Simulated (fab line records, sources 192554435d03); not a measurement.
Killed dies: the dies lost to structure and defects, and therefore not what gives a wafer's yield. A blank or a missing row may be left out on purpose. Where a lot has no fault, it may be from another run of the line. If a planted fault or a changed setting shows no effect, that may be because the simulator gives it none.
fab line records ; flow n5Finfet ; part 1 of 2: steps 1 to 18 of 25
record lots=5; wafers=15; lastDay=18
route steps=1938 shown BEOL_M7@1282
lots untouched by any fault: they come from a run of this same line in which no faults occurred
startH: hours from the record's opening day to when the first of the lot's shown wafers began ; waitH: hours since the lot's step before ; " identical to the entry in the row above ; L1.1+2: a single row standing in for several wafers ; - either no value or no given start ; * or withheld: withheld ; < > ~ a bound
route shown NAME@n: a module of which the file shows steps, and the number in the route of the first ; usual: the fault-free wafers' mean and standard deviation ; same: alike in all rows ; chamber/n: place in a boat ; sites: readings site by site ; _std_site: standard deviation of those values ; _edge_site: mean of outer sites minus mean of inner sites ; radiusMm: how far each site lies from the wafer's centre ; mask NAME#n: copy n ; behind: tool/chamber where the wafer was last shaped ; hold: cause of the lot's hold/its duration in hours/its outcome ; device: whichever transistor did not switch (one of n, p or np) ; end of line: tests run on the same wafers once the route is complete ; step lacking rows: just its recipe ; killed: at the first sort, the dies lost to defects and structure; wafer yield is something else ; map: dies across one wafer; x = killed, . = not, _ = none there
set.NAME: setting as actually run; set.NAME@STEP: the setting as run at that earlier step ; model.NAME: the simulator's own value behind a step, which no gauge read
lots at some steps of the route; a table a step, a row a wafer
services: from which hour (startH, from the record's first day; less than 0 if before it) a tool's chamber was out of use, for how many hours, and why
## steps
# step N5_BEOL_M7_STRIP_68
# recipe chemistry=N2/H2; tempC=40; n2FlowSccm=200; h2FlowSccm=200; rfFrequencyHz=6e+07
lot.wafer;tool;chamber;startH;waitH
L077.2+3+6;rieDiel-03;1,2,3;206.10;0.1
L078.1+2+6;rieDiel-06;0,3,3;223.10;0.1
L085.1+5+6;rieDiel-06;0,1,0;270.84;0.1
L094.1+4+6;rieDiel-03;1,1,3;319.06;0.1
L091.1+2+6;rieDiel-05;0,3,1;348.57;0.1
# step N5_BEOL_M7_STRIP_67
# recipe chemistry=CF4; resist=SiARC; powerW=300; biasPowerW=75; pressureMtorr=50; cf4FlowSccm=150; rfFrequencyHz=6e+07
# usual drypumpMotorCurrentA=5.9/0.4; oesProductAu=0.80/0.077; rfVppV=271.6/1.6; showerheadPlenumPTorr=1.81/0.057; throttleValvePct=13.68/0.18
lot.wafer;tool;chamber;startH;waitH;drypumpMotorCurrentA;oesProductAu;rfHoursCounterH;rfVppV;showerheadPlenumPTorr;throttleValvePct
L077.2;rieDiel-03;1;206.11;0.0;6.1;0.75;171;271.3;1.78;13.62
L077.3;rieDiel-03;2;206.11;0.0;6.1;0.72;224;272.0;1.86;13.97
L077.6;rieDiel-03;3;206.11;0.0;5.6;0.73;-;270.5;1.80;13.80
L078.1;rieDiel-06;0;223.11;0.0;5.8;0.97;3;272.9;1.84;13.65
L078.2;rieDiel-06;3;223.11;0.0;5.9;0.83;96;269.7;1.74;13.62
L078.6;rieDiel-06;3;223.11;0.0;5.9;0.82;-;269.6;1.74;13.64
L085.1;rieDiel-06;0;270.85;0.0;5.8;0.91;19;271.2;1.84;13.69
L085.5;rieDiel-06;1;270.85;0.0;6.3;0.74;-;273.2;1.85;13.94
L085.6;rieDiel-06;0;270.85;0.0;5.8;0.91;-;272.3;1.84;13.66
L094.1;rieDiel-03;1;319.07;0.0;6.1;0.72;207;270.6;1.77;13.72
L094.4;rieDiel-03;1;319.07;0.0;6.1;0.72;-;271.3;1.77;13.71
L094.6;rieDiel-03;3;319.07;0.0;5.6;0.70;-;270.8;1.79;13.87
L091.1;rieDiel-05;0;348.58;0.0;6.8;0.79;145;271.8;1.87;13.51
L091.2;rieDiel-05;3;348.58;0.0;5.1;0.87;40;275.1;1.90;13.45
L091.6;rieDiel-05;1;348.58;0.0;5.4;0.74;-;270.7;1.70;13.60
# step N5_BEOL_M7_HM_OPEN_17
# recipe chemistry=Cl2/BCl3; targetDepthA=200; overetchA=60; target=TiN; maskMaterial=SOC; ionEnergyEv=150; pressureMtorr=10; icpW=1000; biasW=126; Cl2_flow_sccm=53.25; bcl3FlowSccm=21.75; Ar_flow_sccm=25
# usual drypumpMotorCurrentA=5.7/0.5; mfcCl2Sccm=53.24/0.16; oesProductAu=0.61/0.078; throttleValvePct=22.1/0.34
lot.wafer;tool;chamber;startH;waitH;drypumpMotorCurrentA;mfcCl2Sccm;oesProductAu;rfHoursCounterH;throttleValvePct
L077.2;rieMetal-03;0;206.15;0.0;5.7;53.32;0.52;118;22.4
L077.3;rieMetal-03;0;206.15;0.0;5.8;53.45;0.53;-;22.4
L077.6;rieMetal-03;0;206.15;0.0;5.8;53.44;0.52;-;22.4
L078.1;rieMetal-01;1;223.15;0.0;5.7;53.29;0.62;51;21.7
L078.2;rieMetal-01;0;223.15;0.0;5.7;53.45;0.58;83;22.7
L078.6;rieMetal-01;1;223.15;0.0;5.6;53.40;0.64;-;21.7
L085.1;rieMetal-02;0;270.89;0.0;5.2;53.17;0.57;92;21.9
L085.5;rieMetal-02;1;270.89;0.0;6.5;53.36;0.56;-;21.8
L085.6;rieMetal-02;0;270.89;0.0;5.2;53.10;0.57;-;21.9
L094.1;rieMetal-01;1;319.11;0.0;5.7;52.89;0.63;59;21.7
L094.4;rieMetal-01;1;319.11;0.0;5.7;53.02;0.62;-;21.7
L094.6;rieMetal-01;0;319.11;0.0;5.7;53.17;0.58;-;22.7
L091.1;rieMetal-02;1;348.62;0.0;6.5;53.24;0.84;0;21.8
L091.2;rieMetal-02;0;348.62;0.0;5.1;53.20;0.56;102;21.9
L091.6;rieMetal-02;0;348.62;0.0;5.1;53.12;0.55;-;21.9
# step N5_BEOL_M7_STRIP_19
# recipe chemistry=O2; powerW=400; tempC=40; pressureMtorr=30; rfFrequencyHz=6e+07; biasPowerW=0; overashFraction=0.2; o2FlowSccm=225
# usual drypumpMotorCurrentA=5.8/0.43; o2FlowSccm=225.0/0.61; oesProductAu=0.81/0.08; rfVppV=3.7/0.62; showerheadPlenumPTorr=2.12/0.079; throttleValvePct=16.75/0.21
lot.wafer;tool;chamber;startH;waitH;drypumpMotorCurrentA;o2FlowSccm;oesProductAu;rfHoursCounterH;rfVppV;showerheadPlenumPTorr;throttleValvePct
L077.2;rieDiel-05;1;206.28;0.1;5.4;224.7;0.78;144;3.5;1.99;16.57
L077.3;rieDiel-05;2;206.28;0.1;5.1;225.6;0.85;52;4.0;2.05;16.78
L077.6;rieDiel-05;1;206.28;0.1;5.4;225.0;0.77;-;2.9;1.99;16.59
L078.1;rieDiel-03;3;223.51;0.3;5.6;224.7;0.72;191;4.9;2.07;16.73
L078.2;rieDiel-03;0;223.51;0.3;5.9;225.7;0.80;103;3.2;2.14;16.86
L078.6;rieDiel-03;1;223.51;0.3;6.1;225.5;0.74;-;2.6;2.10;16.76
L085.1;rieDiel-03;3;271.00;0.1;5.6;225.1;0.71;205;3.6;2.06;16.76
L085.5;rieDiel-03;1;271.00;0.1;6.1;224.2;0.72;-;3.9;2.09;16.79
L085.6;rieDiel-03;0;271.00;0.1;5.9;224.8;0.79;-;3.7;2.13;16.87
L094.1;rieDiel-06;2;319.24;0.1;5.4;224.2;0.89;27;3.8;2.22;16.45
L094.4;rieDiel-06;1;319.24;0.1;6.4;225.2;0.73;206;3.9;2.17;17.12
L094.6;rieDiel-06;3;319.24;0.1;5.9;225.1;0.79;-;3.8;2.00;16.72
L091.1;rieDiel-06;0;348.89;0.2;5.8;224.6;0.87;50;2.7;2.12;16.81
L091.2;rieDiel-06;3;348.89;0.2;5.9;225.3;0.78;141;4.3;2.00;16.75
L091.6;rieDiel-06;2;348.89;0.2;5.4;224.3;0.86;-;5.3;2.21;16.46
# step N5_BEOL_M7_CD_MEAS_18
# recipe pitchNm=80; targetCdNm=40
# usual cdNm=39.9/0.66
lot.wafer;tool;chamber;startH;waitH;cdNm
L077.2;cdSem-02;-;206.35;0.1;40.1
L077.3;cdSem-02;-;206.35;0.1;41.1
L077.6;cdSem-02;-;206.35;0.1;40.8
L078.1;cdSem-01;-;223.58;0.0;40.0
L078.2;cdSem-01;-;223.58;0.0;40.4
L078.6;cdSem-01;-;223.58;0.0;40.0
L085.1;cdSem-03;-;271.07;0.0;39.3
L085.5;cdSem-03;-;271.07;0.0;39.9
L085.6;cdSem-03;-;271.07;0.0;39.6
L094.1;cdSem-03;-;319.31;0.0;40.6
L094.4;cdSem-03;-;319.31;0.0;40.4
L094.6;cdSem-03;-;319.31;0.0;40.6
L091.1;cdSem-02;-;348.96;0.0;39.9
L091.2;cdSem-02;-;348.96;0.0;40.0
L091.6;cdSem-02;-;348.96;0.0;39.3
# step N5_BEOL_M7_COAT_63
# recipe resist=SOC; tempC=250; timeS=60; spinRpm=1500; resistThkNm=60
# usual chillPlateTempC=22.99/0.098; dispensePressureKPa=52/3.8; resistLineTempC=23.01/0.1
lot.wafer;tool;chamber;startH;waitH;chillPlateTempC;dispensePressureKPa;resistLineTempC
L077.2;lithoTrack-05;0;206.39;0.0;22.98;57;22.89
L077.3;lithoTrack-05;0;206.39;0.0;22.97;57;23.09
L077.6;lithoTrack-05;0;206.39;0.0;22.96;57;23.05
L078.1;lithoTrack-05;0;225.15;1.6;22.96;57;22.86
L078.2;lithoTrack-05;0;225.15;1.6;22.88;57;23.01
L078.6;lithoTrack-05;0;225.15;1.6;23.06;57;23.00
L085.1;lithoTrack-04;0;273.40;2.3;23.20;51;22.94
L085.5;lithoTrack-04;0;273.40;2.3;22.85;51;23.24
L085.6;lithoTrack-04;0;273.40;2.3;23.00;51;23.02
L094.1;lithoTrack-03;0;321.44;2.1;22.98;48;22.94
L094.4;lithoTrack-03;0;321.44;2.1;22.88;48;23.19
L094.6;lithoTrack-03;0;321.44;2.1;22.94;48;22.87
L091.1;lithoTrack-05;0;349.00;0.0;22.94;57;23.01
L091.2;lithoTrack-05;0;349.00;0.0;23.02;57;23.12
L091.6;lithoTrack-05;0;349.00;0.0;23.07;57;23.13
# step N5_BEOL_M7_COAT_64
# recipe resist=SiARC; tempC=220; timeS=60; spinRpm=1500; resistThkNm=12
# usual chillPlateTempC=23.02/0.098; dispensePressureKPa=52/3.8; resistLineTempC=23.02/0.12
lot.wafer;tool;chamber;startH;waitH;chillPlateTempC;dispensePressureKPa;resistLineTempC
L077.2;lithoTrack-05;0;-;-;22.95;57;22.91
L077.3;lithoTrack-05;0;-;-;23.02;57;22.86
L077.6;lithoTrack-05;0;-;-;23.12;57;23.02
L078.1;lithoTrack-05;0;-;-;22.98;57;23.20
L078.2;lithoTrack-05;0;-;-;23.00;57;23.09
L078.6;lithoTrack-05;0;-;-;23.08;57;23.03
L085.1;lithoTrack-04;0;-;-;23.04;51;22.97
L085.5;lithoTrack-04;0;-;-;22.95;51;22.91
L085.6;lithoTrack-04;0;-;-;22.92;51;22.92
L094.1;lithoTrack-03;0;-;-;23.12;48;22.91
L094.4;lithoTrack-03;0;-;-;23.09;48;23.22
L094.6;lithoTrack-03;0;-;-;23.12;48;23.18
L091.1;lithoTrack-05;0;-;-;23.09;57;22.93
L091.2;lithoTrack-05;0;-;-;23.06;57;22.95
L091.6;lithoTrack-05;0;-;-;23.06;57;22.85
# step N5_BEOL_M7_COAT_71
# recipe resist=underlayer; tempC=205; timeS=60; spinRpm=1500; resistThkNm=5
# usual chillPlateTempC=22.98/0.1; dispensePressureKPa=52/3.8; resistLineTempC=23.01/0.11
lot.wafer;tool;chamber;startH;waitH;chillPlateTempC;dispensePressureKPa;resistLineTempC
L077.2;lithoTrack-05;0;-;-;23.14;57;23.02
L077.3;lithoTrack-05;0;-;-;22.95;57;23.03
L077.6;lithoTrack-05;0;-;-;23.24;57;23.12
L078.1;lithoTrack-05;0;-;-;23.02;57;23.02
L078.2;lithoTrack-05;0;-;-;22.99;57;23.08
L078.6;lithoTrack-05;0;-;-;23.06;57;23.05
L085.1;lithoTrack-04;0;-;-;22.98;51;23.03
L085.5;lithoTrack-04;0;-;-;22.74;51;22.97
L085.6;lithoTrack-04;0;-;-;22.87;51;22.96
L094.1;lithoTrack-03;0;-;-;22.76;48;23.06
L094.4;lithoTrack-03;0;-;-;22.95;48;22.83
L094.6;lithoTrack-03;0;-;-;22.99;48;22.85
L091.1;lithoTrack-05;0;-;-;22.94;57;23.10
L091.2;lithoTrack-05;0;-;-;22.94;57;22.97
L091.6;lithoTrack-05;0;-;-;23.04;57;23.15
# step N5_BEOL_M7_COAT_22
# recipe resist=CAR-EUV; spinRpm=1500; resistThkNm=30
# usual chillPlateTempC=22.99/0.1; dispensePressureKPa=52/3.8; resistLineTempC=23.00/0.11
lot.wafer;tool;chamber;startH;waitH;chillPlateTempC;dispensePressureKPa;resistLineTempC
L077.2;lithoTrack-05;0;-;-;23.20;57;23.02
L077.3;lithoTrack-05;0;-;-;22.99;56;23.00
L077.6;lithoTrack-05;0;-;-;23.13;56;23.17
L078.1;lithoTrack-05;0;-;-;23.05;56;22.81
L078.2;lithoTrack-05;0;-;-;23.06;57;22.93
L078.6;lithoTrack-05;0;-;-;23.00;56;22.90
L085.1;lithoTrack-04;0;-;-;23.00;51;23.15
L085.5;lithoTrack-04;0;-;-;23.06;51;23.07
L085.6;lithoTrack-04;0;-;-;22.92;51;22.94
L094.1;lithoTrack-03;0;-;-;23.00;48;22.75
L094.4;lithoTrack-03;0;-;-;23.09;48;22.83
L094.6;lithoTrack-03;0;-;-;22.88;48;22.83
L091.1;lithoTrack-05;0;-;-;22.85;57;22.81
L091.2;lithoTrack-05;0;-;-;22.78;57;22.86
L091.6;lithoTrack-05;0;-;-;22.89;56;22.84
# step N5_BEOL_M7_EBR_24
# recipe solvent=PGMEA; ebrWidthMm=1.5
# usual chillPlateTempC=23.02/0.1; resistLineTempC=23.01/0.11
lot.wafer;tool;chamber;startH;waitH;chillPlateTempC;resistLineTempC
L077.2;lithoTrack-05;0;-;-;23.04;23.27
L077.3;lithoTrack-05;0;-;-;23.05;23.10
L077.6;lithoTrack-05;0;-;-;22.89;23.29
L078.1;lithoTrack-05;0;-;-;22.81;23.04
L078.2;lithoTrack-05;0;-;-;22.99;23.12
L078.6;lithoTrack-05;0;-;-;23.02;23.14
L085.1;lithoTrack-04;0;-;-;23.10;22.94
L085.5;lithoTrack-04;0;-;-;22.96;22.92
L085.6;lithoTrack-04;0;-;-;23.06;22.99
L094.1;lithoTrack-03;0;-;-;22.94;23.10
L094.4;lithoTrack-03;0;-;-;22.96;23.02
L094.6;lithoTrack-03;0;-;-;22.96;22.97
L091.1;lithoTrack-05;0;-;-;23.12;23.14
L091.2;lithoTrack-05;0;-;-;23.15;22.90
L091.6;lithoTrack-05;0;-;-;22.93;22.99
# step N5_BEOL_M7_SOFTBAKE_23
# recipe tempC=110; timeS=60; resist=CAR-EUV
# usual chillPlateTempC=22.99/0.11; resistLineTempC=23.00/0.095
lot.wafer;tool;chamber;startH;waitH;chillPlateTempC;resistLineTempC
L077.2;lithoTrack-05;0;-;-;22.75;22.96
L077.3;lithoTrack-05;0;-;-;22.96;22.97
L077.6;lithoTrack-05;0;-;-;22.93;23.04
L078.1;lithoTrack-05;0;-;-;22.92;22.87
L078.2;lithoTrack-05;0;-;-;22.95;23.09
L078.6;lithoTrack-05;0;-;-;23.06;23.09
L085.1;lithoTrack-04;0;-;-;23.13;23.08
L085.5;lithoTrack-04;0;-;-;23.21;23.11
L085.6;lithoTrack-04;0;-;-;23.19;23.10
L094.1;lithoTrack-03;0;-;-;22.93;22.95
L094.4;lithoTrack-03;0;-;-;22.93;22.95
L094.6;lithoTrack-03;0;-;-;22.97;22.89
L091.1;lithoTrack-05;0;-;-;22.86;23.00
L091.2;lithoTrack-05;0;-;-;23.02;23.12
L091.6;lithoTrack-05;0;-;-;23.09;23.10
# step N5_BEOL_M7_EXPOSE_25
# recipe maskId=V6; na=0.33; sourceShape=annular; sigmaInner=0.4; sigmaOuter=0.8; polarization=unpolarized; targetCdNm=40; doseMj=42.5
lot.wafer;tool;chamber;startH;waitH;mask
L077.2+3+6;euvScanner-01;0;206.53;-;V6#0
L078.1+2+6;euvScanner-01;0;225.58;-;V6#0
L085.1+5+6;euvScanner-01;0;273.57;-;V6#0
L094.1+4+6;euvScanner-01;0;321.70;-;V6#0
L091.1+2+6;euvScanner-02;0;349.15;-;V6#0
# step N5_BEOL_M7_PEB_26
# recipe pebTempC=100; pebTimeS=60; resist=CAR-EUV
# usual chillPlateTempC=23.02/0.11; resistLineTempC=23.01/0.11
lot.wafer;tool;chamber;startH;waitH;chillPlateTempC;resistLineTempC
L077.2;lithoTrack-03;0;206.59;0.1;23.10;23.11
L077.3;lithoTrack-03;0;206.59;0.1;23.13;23.06
L077.6;lithoTrack-03;0;206.59;0.1;23.14;23.03
L078.1;lithoTrack-03;0;225.64;0.1;22.97;23.12
L078.2;lithoTrack-03;0;225.64;0.1;23.16;23.01
L078.6;lithoTrack-03;0;225.64;0.1;23.05;23.06
L085.1;lithoTrack-04;0;273.64;0.1;22.94;22.89
L085.5;lithoTrack-04;0;273.64;0.1;22.87;23.06
L085.6;lithoTrack-04;0;273.64;0.1;22.95;22.87
L094.1;lithoTrack-04;0;321.77;0.1;22.96;22.94
L094.4;lithoTrack-04;0;321.77;0.1;23.09;23.04
L094.6;lithoTrack-04;0;321.77;0.1;22.95;22.99
L091.1;lithoTrack-04;0;349.21;0.1;22.94;23.03
L091.2;lithoTrack-04;0;349.21;0.1;23.06;23.25
L091.6;lithoTrack-04;0;349.21;0.1;22.93;23.13
# step N5_BEOL_M7_DEVELOP_27
# recipe developTimeS=30; developer=TMAH; resist=CAR-EUV; rinseLiquid=surfactantRinse; dry=airSpin; devTempC=23
# usual chillPlateTempC=22.99/0.091; resistLineTempC=23.01/0.11
lot.wafer;tool;chamber;startH;waitH;chillPlateTempC;resistLineTempC
L077.2;lithoTrack-03;0;-;-;23.05;22.97
L077.3;lithoTrack-03;0;-;-;22.99;23.09
L077.6;lithoTrack-03;0;-;-;23.11;23.08
L078.1;lithoTrack-03;0;-;-;23.06;23.08
L078.2;lithoTrack-03;0;-;-;23.14;23.00
L078.6;lithoTrack-03;0;-;-;23.05;22.86
L085.1;lithoTrack-04;0;-;-;23.13;23.03
L085.5;lithoTrack-04;0;-;-;22.94;22.98
L085.6;lithoTrack-04;0;-;-;23.19;22.99
L094.1;lithoTrack-04;0;-;-;23.03;23.01
L094.4;lithoTrack-04;0;-;-;22.94;23.00
L094.6;lithoTrack-04;0;-;-;23.15;22.89
L091.1;lithoTrack-04;0;-;-;22.99;23.04
L091.2;lithoTrack-04;0;-;-;22.92;23.14
L091.6;lithoTrack-04;0;-;-;22.95;23.03
# step N5_BEOL_M7_CD_MEAS_28
# recipe targetCdNm=40; landingEnergyEv=500; detector=seInlens
# usual cdNm=40.04/0.24
lot.wafer;tool;chamber;startH;waitH;cdNm
L077.2;cdSem-02;0;206.66;-;40.06
L077.3;cdSem-02;0;206.66;-;40.61
L077.6;cdSem-02;0;206.66;-;40.67
L078.1;cdSem-03;0;225.71;-;40.17
L078.2;cdSem-03;0;225.71;-;39.92
L078.6;cdSem-03;0;225.71;-;40.49
L085.1;cdSem-01;0;273.70;-;40.14
L085.5;cdSem-01;0;273.70;-;40.28
L085.6;cdSem-01;0;273.70;-;40.15
L094.1;cdSem-01;0;321.84;-;40.12
L094.4;cdSem-01;0;321.84;-;40.47
L094.6;cdSem-01;0;321.84;-;40.31
L091.1;cdSem-02;0;349.28;-;40.48
L091.2;cdSem-02;0;349.28;-;40.39
L091.6;cdSem-02;0;349.28;-;40.36
# step N5_BEOL_M7_OVL_MEAS_29
# recipe pointsPerWafer=522
# usual V6_OVL=0.5/0.59
lot.wafer;tool;chamber;startH;waitH;V6_OVL[nm]
L077.2;overlay-02;0;206.69;0.0;0.9
L077.3;overlay-02;0;206.69;0.0;1.5
L077.6;overlay-02;0;206.69;0.0;0.6
L078.1;overlay-01;0;225.74;0.0;-0.1
L078.2;overlay-01;0;225.74;0.0;-0.1
L078.6;overlay-01;0;225.74;0.0;0.5
L085.1;overlay-02;0;273.73;0.0;0.6
L085.5;overlay-02;0;273.73;0.0;0.6
L085.6;overlay-02;0;273.73;0.0;1.1
L094.1;overlay-01;0;321.87;0.0;0.9
L094.4;overlay-01;0;321.87;0.0;-0.4
L094.6;overlay-01;0;321.87;0.0;0.4
L091.1;overlay-01;0;349.31;0.0;-0.3
L091.2;overlay-01;0;349.31;0.0;-0.5
L091.6;overlay-01;0;349.31;0.0;0.0
# step N5_BEOL_M7_INSPECT_30
# recipe mode=adi; inspectInstrument=brightfield
# usual rawDefectCount=461/110
lot.wafer;tool;chamber;startH;waitH;rawDefectCount
L077.2;defectInspect-02;-;206.74;0.0;378
L077.3;defectInspect-02;-;206.74;0.0;348
L077.6;defectInspect-02;-;206.74;0.0;410
L078.1;defectInspect-02;-;225.80;0.1;648
L078.2;defectInspect-02;-;225.80;0.1;505
L078.6;defectInspect-02;-;225.80;0.1;588
L085.1;defectInspect-01;-;273.79;0.1;464
L085.5;defectInspect-01;-;273.79;0.1;376
L085.6;defectInspect-01;-;273.79;0.1;426
L094.1;defectInspect-01;-;321.93;0.1;495
L094.4;defectInspect-01;-;321.93;0.1;499
L094.6;defectInspect-01;-;321.93;0.1;397
L091.1;defectInspect-01;-;349.37;0.1;520
L091.2;defectInspect-01;-;349.37;0.1;602
L091.6;defectInspect-01;-;349.37;0.1;636
# step N5_BEOL_M7_DESCUM_33
# recipe chemistry=O2; timeS=7; sourcePowerW=50; biasPowerW=20; pressureMtorr=20; rfFrequencyHz=2.712e+07; tempC=40; resist=CAR-EUV; o2FlowSccm=225
# usual drypumpMotorCurrentA=5.9/0.45; o2FlowSccm=225.0/0.66; oesProductAu=0.80/0.08; rfVppV=243.5/1.4; showerheadPlenumPTorr=2.12/0.074; throttleValvePct=20.53/0.21
lot.wafer;tool;chamber;startH;waitH;drypumpMotorCurrentA;o2FlowSccm;oesProductAu;rfHoursCounterH;rfVppV;showerheadPlenumPTorr;throttleValvePct
L077.2;rieDiel-03;2;206.78;0.0;6.1;225.6;0.70;225;243.7;2.16;20.77
L077.3;rieDiel-03;3;206.78;0.0;5.6;224.8;0.72;187;243.0;2.07;20.45
L077.6;rieDiel-03;1;206.78;0.0;6.1;224.4;0.74;-;241.4;2.09;20.49
L078.1;rieDiel-03;0;226.20;0.4;5.9;224.3;0.81;104;245.0;2.14;20.72
L078.2;rieDiel-03;3;226.20;0.4;5.7;225.6;0.71;192;243.7;2.06;20.47
L078.6;rieDiel-03;0;226.20;0.4;5.9;225.2;0.80;-;244.4;2.14;20.71
L085.1;rieDiel-06;1;274.46;0.7;6.3;224.8;0.75;186;245.6;2.17;20.92
L085.5;rieDiel-06;0;274.46;0.7;5.8;223.8;0.92;-;244.4;2.13;20.55
L085.6;rieDiel-06;1;274.46;0.7;6.4;224.3;0.75;-;244.5;2.17;20.92
L094.1;rieDiel-06;1;322.49;0.6;6.3;225.0;0.71;207;242.7;2.16;20.94
L094.4;rieDiel-06;2;322.49;0.6;5.5;224.9;0.89;29;243.9;2.21;20.20
L094.6;rieDiel-06;1;322.49;0.6;6.3;224.7;0.72;-;243.2;2.16;20.96
L091.1;rieDiel-03;0;349.42;0.1;5.9;225.1;0.76;146;241.8;2.12;20.76
L091.2;rieDiel-03;3;349.42;0.1;5.6;224.6;0.69;233;243.4;2.05;20.54
L091.6;rieDiel-03;1;349.42;0.1;6.1;225.2;0.71;-;243.1;2.08;20.55
